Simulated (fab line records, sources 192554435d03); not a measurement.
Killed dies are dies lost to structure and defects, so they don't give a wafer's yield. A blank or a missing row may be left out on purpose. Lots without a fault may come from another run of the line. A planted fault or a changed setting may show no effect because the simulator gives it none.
Chamber matching | flow n5_finfet | N5_BEOL_M11_DESCUM_16 on rie_diel-05: 4 sister chambers
The step chemistry O2, time 7.9 s. 4 wafers are shown with their chamber, then 10 later ones without.

WAFERS WITH THEIR CHAMBER
wafer  | chamber | showerhead_plenum_p_Torr (Torr)
L085.2 | 2       | 2.15
L091.5 | 0       | 2.00
L092.2 | 3       | 1.96
L092.3 | 1       | 2.22

WAFERS WITHOUT THEIR CHAMBER
wafer  | showerhead_plenum_p_Torr (Torr)
L092.4 | 2.15
L094.1 | 1.96
L094.3 | 2.22
L094.5 | 2.15
L095.2 | 2.22
L095.5 | 2.15
L095.6 | 1.96
L097.4 | 1.96
L097.5 | 2.22
L097.6 | 1.99

WHICH CHAMBER EACH WENT THROUGH
wafer  | from the rows above | in truth
L092.4 | 2                   | 2
L094.1 | 3                   | 3
L094.3 | 1                   | 1
L094.5 | 2                   | 2
L095.2 | 1                   | 1
L095.5 | 2                   | 2
L095.6 | 3                   | 3
L097.4 | 3                   | 3
L097.5 | 1                   | 1
L097.6 | 0                   | 0
Placed correctly: 10 of 10. Can't be placed from these rows: 0. Placed wrongly: 0.
How it was worked out, from the rows above alone: a wafer's distance from a chamber is the root of the sum, over the readings, of the square of ((its reading less the chamber's mean) divided by the reading's scatter). The wafer belongs to the nearest chamber; if the next one is less than 2 further off, it can't be placed. A chamber's mean is the mean of its shown wafers. The scatter: with one shown wafer a chamber, the root of the mean of the squares of how far each hidden wafer lies from its nearest shown one.
